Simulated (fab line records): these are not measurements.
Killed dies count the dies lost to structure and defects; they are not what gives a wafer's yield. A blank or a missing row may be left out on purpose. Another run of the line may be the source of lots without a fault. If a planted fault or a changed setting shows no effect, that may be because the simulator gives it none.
Comparing a struck lot with a sound one | flow nand-harc | 14 out of 1302 route steps
Sound: these wafers, L339.2, L339.5, L339.6. Wafers struck: L341.1, L341.4, L341.5. Last of all comes the cause.
For every step that has rows: the tool of each side, followed by ch and its chambers, followed by its first start. Under that, the readings that differ: sound wafers | struck wafers | difference of the means | sigmas: that difference in standard deviations of wafers without a fault.
alike: words and numbers the same on both sides, and readings whose means are apart by under 2 such deviations; not compared: readings that were withheld, readings missing a value for some wafer, numbers with overlapping values and no deviation given by the record, and bounds like >300 which may hide the same value.
Wherever a step has rows on one side only, a row that says differs or no value, or a row with sigmas, the two part there. When numbers do not overlap yet have no deviation, they are printed without sigmas and do not part them. A reading missing from all wafers of one side parts the sides only when that side holds two or more wafers.

NHARC_P_M1_PRE_CLEAN_30: time 30 s.
  sound on pvd-sputter-03; struck on pvd-sputter-01
  alike: heater-power-w
NHARC_P_M1_PVD_20: deposits TaN, target thk 5 nm, time 8.06 s.
  sound on pvd-sputter-03; struck on pvd-sputter-01
  alike: throttle-valve-pct
NHARC_P_M1_PVD_21: deposits Cu, target thk 30 nm, time 20.49 s.
  sound on pvd-sputter-03; struck on pvd-sputter-01
  alike: throttle-valve-pct
then, 2 steps without rows for these wafers: NHARC_P_M1_ECD_22 (material Cu, target thk 400 nm); NHARC_P_M1_ANNEAL_31 (time 90 s).
NHARC_P_M1_CMP_23: polishes, t overpolish 20 s, target thk 157.82 nm.
  sound on cmp-02 ch 0,1,2, day 7 01:16; struck on cmp-02 ch 1,2,3, day 8 00:08
  alike: motor-current-A, time-to-endpoint-s
NHARC_P_M1_THK_MEAS_24: measures by xrf.
  sound on film-metro-02 at day 7 01:31; struck on film-metro-01 at day 8 00:23
  alike: thk-nm
next, for these wafers, 1 step has no rows: NHARC_P_M1_SRD_25.
NHARC_P_M1_INSPECT_27:
  sound on defect-inspect-02 at day 7 01:43; struck on defect-inspect-01 at day 8 00:33
  alike: raw-defect-count
NHARC_P_M1_PRE_CLEAN_32: time 12 s.
  sound on pecvd-01 ch 0,1, day 7 01:48; struck on pecvd-03 ch 0,2, day 8 00:37
  alike: heater-power-w
then, 1 step without rows for these wafers: NHARC_P_M1_DEP_33 (deposits SiCN, target thk 30 nm).
NHARC_P_M2_DEP_00: deposits SiOC, target thk 182.5 nm.
  sound on pecvd-04 ch 1,2, day 7 02:16; struck on pecvd-04 ch 0,2, day 8 01:42
then, 1 step without rows for these wafers: NHARC_P_M2_DEHYDRATE_01 (time 120 s).
-- record jumps: 18 days between struck wafers' starts before vs after; left off in module P_M2, resumes in module END, first step shown is number 1302 of the route --
NHARC_END_SORT_01:
  sound on prober-01 ch 0, day 25 19:20; struck on prober-02 ch 0, day 25 18:31
  reading                  | sound    | struck   | difference | sigmas
  defect-limited-yield (%) | 92 93 92 | 86 86 86 | -6         | -2
  killed-at-array          | 50 43 43 | 92 95 87 | +46        | +2
  killed-dies              | 57 49 51 | 94 98 93 | +43        | +2
  alike: killed-at-other, killed-at-periphery, killed-open, killed-short

== WHERE THEY PART ==
NHARC_END_SORT_01 only, going by this record.

WHY: what the simulator had put in
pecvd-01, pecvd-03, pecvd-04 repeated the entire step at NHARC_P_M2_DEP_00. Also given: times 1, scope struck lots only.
